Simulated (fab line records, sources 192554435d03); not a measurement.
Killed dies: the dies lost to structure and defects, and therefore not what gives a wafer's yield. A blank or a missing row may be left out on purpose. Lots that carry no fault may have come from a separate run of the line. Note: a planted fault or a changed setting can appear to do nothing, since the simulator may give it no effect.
Split-lot trial | flow n5Finfet | 21 wafers read from 7 lots, route of 1938 steps

THE SPLIT ITSELF
At N5_STI_FIN_REVEAL_ETCHBACK_08 (etches SiO2 in C4F6/O2, target depth 30.5 nm, time 10.167 s), the setting timeS was moved away from the recipe's 10.167 s on 5 of the 21 wafers read, by -11.9% to +12.6%. For the rest of the wafers, this setting stayed at what the recipe calls for.

FROM THE SPLIT TO THE READING: what the file shows between them, 4 steps
- N5_STI_FIN_REVEAL_OXIDATION_31: chemistry O2 PLASMA REMOTE, time 20 s (also split here: timeS)
- N5_STI_FIN_REVEAL_PRECLEAN_32: cleans in NF3:NH3, afs cycles 1, time 20 s, sublimation time 60 s
- N5_STI_FIN_REVEAL_STRIP_35: strips Si3N4 in H3PO4, target depth 4 nm, time 39 s
- N5_STI_FIN_REVEAL_SRD_23: time 30 s

THE READING
trenchDepthNm, in nm, at N5_STI_FIN_REVEAL_FIN_H_MEAS_10. Typical for fault-free wafers on this fab line: 51.7 nm, with standard deviation 0.74 nm.

wafer  | tool, chamber at the split | timeS as run, s | against the recipe | trenchDepthNm, nm | against lot-mates on the recipe
L080.1 | rieDiel-06, 3,0,2          | 10.167          | recipe             | 51.2              | -
L080.2 | rieDiel-06, 3,0,2          | 10.167          | recipe             | 50.2              | -
L080.3 | rieDiel-06, 3,0,2          | 10.167          | recipe             | 52.3              | -
L081.2 | rieDiel-03, 1,1,0          | 10.167          | recipe             | 51.1              | -
L081.5 | rieDiel-03, 1,1,0          | 10.167          | recipe             | 51.2              | -
L081.6 | rieDiel-03, 1,1,0          | 10.167          | recipe             | 52.6              | -
L083.4 | rieDiel-03, 3              | 8.954           | -11.9%             | 47.3              | -3.6
L083.5 | rieDiel-03, 1,2            | 10.167          | recipe             | 51.3              | -
L083.6 | rieDiel-03, 1,2            | 10.167          | recipe             | 50.5              | -
L084.1 | rieDiel-02, 2,0            | 10.91           | +7.3%              | 54.6              | +2.6
L084.4 | rieDiel-02, 1              | 10.167          | recipe             | 52.0              | -
L084.6 | rieDiel-02, 2,0            | 10.91           | +7.3%              | 53.8              | +1.8
L086.1 | rieDiel-02, 0,2            | 11.45           | +12.6%             | 54.0              | +2.5
L086.3 | rieDiel-02, 0,2            | 11.45           | +12.6%             | 55.4              | +3.9
L086.5 | rieDiel-02, 1              | 10.167          | recipe             | 51.5              | -
L093.2 | rieDiel-03, 3,0,2          | 10.167          | recipe             | 51.1              | -
L093.3 | rieDiel-03, 3,0,2          | 10.167          | recipe             | 52.1              | -
L093.5 | rieDiel-03, 3,0,2          | 10.167          | recipe             | 52.0              | -
L095.3 | rieDiel-03, 1,3,0          | 10.167          | recipe             | 51.8              | -
L095.4 | rieDiel-03, 1,3,0          | 10.167          | recipe             | 51.1              | -
L095.6 | rieDiel-03, 1,3,0          | 10.167          | recipe             | 52.2              | -
Rows listing several chambers each stand for several wafers; the file does not say which wafer went through which chamber.

FIT RESULTS
A straight line over all 21 wafers: trenchDepthNm changes by +0.302 nm for each +1% of timeS; r = +0.91; the points scatter about the line by 0.71 nm.
The same after taking each lot's own level away (the mean of its wafers on the recipe; 21 wafers): +0.276 nm for each +1%; r = +0.93; scatter 0.6 nm.
Per that fit: largest timeS move, reading shift of 3.5 nm.
Measured against the standard deviation above, the lots' own levels, which go from 50.90 to 52.00 nm, span 1.5 times it.
Consequently the slope shifts little with the lot-to-lot level, the two slopes agreeing.
Check: with one of the wafers moved furthest among these (+12.6%) left out of the fit, the line predicts +3.84 nm for it against its lot-mates. It came out at +2.5 nm against them.

THESE WAFERS: OTHER SPLITS
Other splits were also applied to these wafers ahead of the reading. Each is held against what the fit with the lots' levels taken away leaves over:
other split on the same wafers          | wafers away from the commonest value | r with trenchDepthNm (lot level and that fit taken away)
N5_PMOS_HMC_CHANNEL_EPI_COAT_31 spinRpm | 8                                    | -0.08
N5_FIN_SAQP_ALD_61 aldCycles            | 6                                    | +0.08
N5_FIN_SAQP_PECVD_48 timeS              | 6                                    | +0.07
N5_STI_FIN_REVEAL_OXIDATION_31 timeS    | 5                                    | -0.23

FILE'S OWN FIT
trenchDepthNm changes by +0.28 nm for each +1% of timeS, r = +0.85.
